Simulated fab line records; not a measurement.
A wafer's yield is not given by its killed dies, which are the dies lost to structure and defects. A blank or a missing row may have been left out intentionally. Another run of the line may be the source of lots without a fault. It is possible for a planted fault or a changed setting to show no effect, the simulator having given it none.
Lot-split experiment ; flow n5Finfet ; 21 wafers read from 7 lots, route of 1938 steps

## SPLIT DETAILS
At N5_BEOL_M12_COAT_04 (resist thk 400 nm), the setting spinRpm was moved away from the recipe's 1625 rpm on 3 of the 21 wafers read, by -4.7% to +10.5%. The other wafers ran this setting at the recipe's value.

## FROM THE SPLIT TO THE READING: what the file shows between them, 4 steps
- N5_BEOL_M12_EBR_06
- N5_BEOL_M12_SOFTBAKE_05: time 60 s
- N5_BEOL_M12_DESCUM_15: chemistry O2, time 7.9 s
- N5_BEOL_M12_ETCH_59: etches BARC in N2/H2, target depth 89 nm, overetch 26.7 nm, time 67.9 s

## THE READING
coat_of_BEOL_M12_COAT_04.thkNm (the simulator's own value, which no gauge read), in nm, at N5_BEOL_M12_VIA_ETCH_16 (etches SiOC in C4F8/O2/Ar, target depth 724.8 nm). The file does not state a usual value for it. Here, 18 wafers ran the recipe; their average is 124.6 nm with a standard deviation of 2 nm.

wafer;tool, chamber at the split;spinRpm as run, rpm;against the recipe;coat_of_BEOL_M12_COAT_04.thkNm, nm;against lot-mates on the recipe
L078.2;lithoTrack-01, 0;1625;recipe;127.8;-
L078.4;lithoTrack-01, 0;1625;recipe;122.8;-
L078.6;lithoTrack-01, 0;1625;recipe;125.6;-
L081.2;lithoTrack-02, 0;1625;recipe;126.4;-
L081.3;lithoTrack-02, 0;1796;+10.5%;107.6;-16.6
L081.4;lithoTrack-02, 0;1625;recipe;122;-
L083.2;lithoTrack-05, 0;1625;recipe;127;-
L083.4;lithoTrack-05, 0;1625;recipe;126.2;-
L083.5;lithoTrack-05, 0;1625;recipe;124.8;-
L085.1;lithoTrack-05, 0;1625;recipe;123.2;-
L085.2;lithoTrack-05, 0;1625;recipe;124.6;-
L085.3;lithoTrack-05, 0;1625;recipe;125.4;-
L089.1;lithoTrack-05, 0;1625;recipe;127.2;-
L089.3;lithoTrack-05, 0;1625;recipe;123.8;-
L089.5;lithoTrack-05, 0;1548;-4.7%;129;+3.5
L092.1;lithoTrack-01, 0;1625;recipe;125.2;-
L092.3;lithoTrack-01, 0;1625;recipe;124.2;-
L092.6;lithoTrack-01, 0;1625;recipe;121.8;-
L095.3;lithoTrack-05, 0;1625;recipe;125;-
L095.5;lithoTrack-05, 0;1625;recipe;120.2;-
L095.6;lithoTrack-05, 0;1691;+4.1%;114.6;-8.0

FIT RESULTS
A straight line over all 21 wafers: coat_of_BEOL_M12_COAT_04.thkNm changes by -1.59 nm for each +1% of spinRpm; r = -0.89; the points scatter about the line by 2.2 nm.
The same after taking each lot's own level away (the mean of its wafers on the recipe; 21 wafers): -1.47 nm for each +1%; r = -0.91; scatter 1.9 nm.
According to that fit, moving spinRpm by its largest amount changes the reading by 16 nm.
The span of the lots' own levels, 122.60 to 126.00 nm, comes to 1.7 times the standard deviation stated above.
Hence the lot-to-lot level has little effect on the slope; both slopes agree.
Check: for one of the wafers moved furthest among these (+10.5%), held out of the fit, the line's prediction against its lot-mates is -13.6 nm. It came out at -16.6 nm against them.

## THESE WAFERS: OTHER SPLITS
Other splits were also applied to these wafers ahead of the reading. Each is held against what the fit with the lots' levels taken away leaves over:
other split on the same wafers;wafers away from the commonest value;r with coat_of_BEOL_M12_COAT_04.thkNm (lot level and that fit taken away)
N5_BEOL_M11_HM_DEP_02 targetThkA;8;+0.14

## THE WHOLE CHAIN: every reading that the file lists as answering this split, in the file's order
step;what it does;reading;change (the file's fit);r (the file's)
N5_BEOL_M12_COAT_04;resist thk 400 nm;coat_of_BEOL_M12_COAT_04.thkNm (the simulator's own value, which no gauge read);-1.94 nm for each +1% of the setting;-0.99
N5_BEOL_M12_DESCUM_15;chemistry O2, time 7.9 s;coat_of_BEOL_M12_COAT_04.thkNm (the simulator's own value, which no gauge read);-1.96 nm for each +1% of the setting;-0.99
N5_BEOL_M12_VIA_ETCH_16;etches SiOC in C4F8/O2/Ar, target depth 724.8 nm;coat_of_BEOL_M12_COAT_04.thkNm (the simulator's own value, which no gauge read);-1.49 nm for each +1% of the setting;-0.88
N5_BEOL_M12_STRIP_63;strips in N2/H2;stripTimeToEndpointS;withheld for each +1% of the setting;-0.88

## FILE'S OWN FIT
coat_of_BEOL_M12_COAT_04.thkNm changes by -1.49 nm for each +1% of spinRpm, r = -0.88.
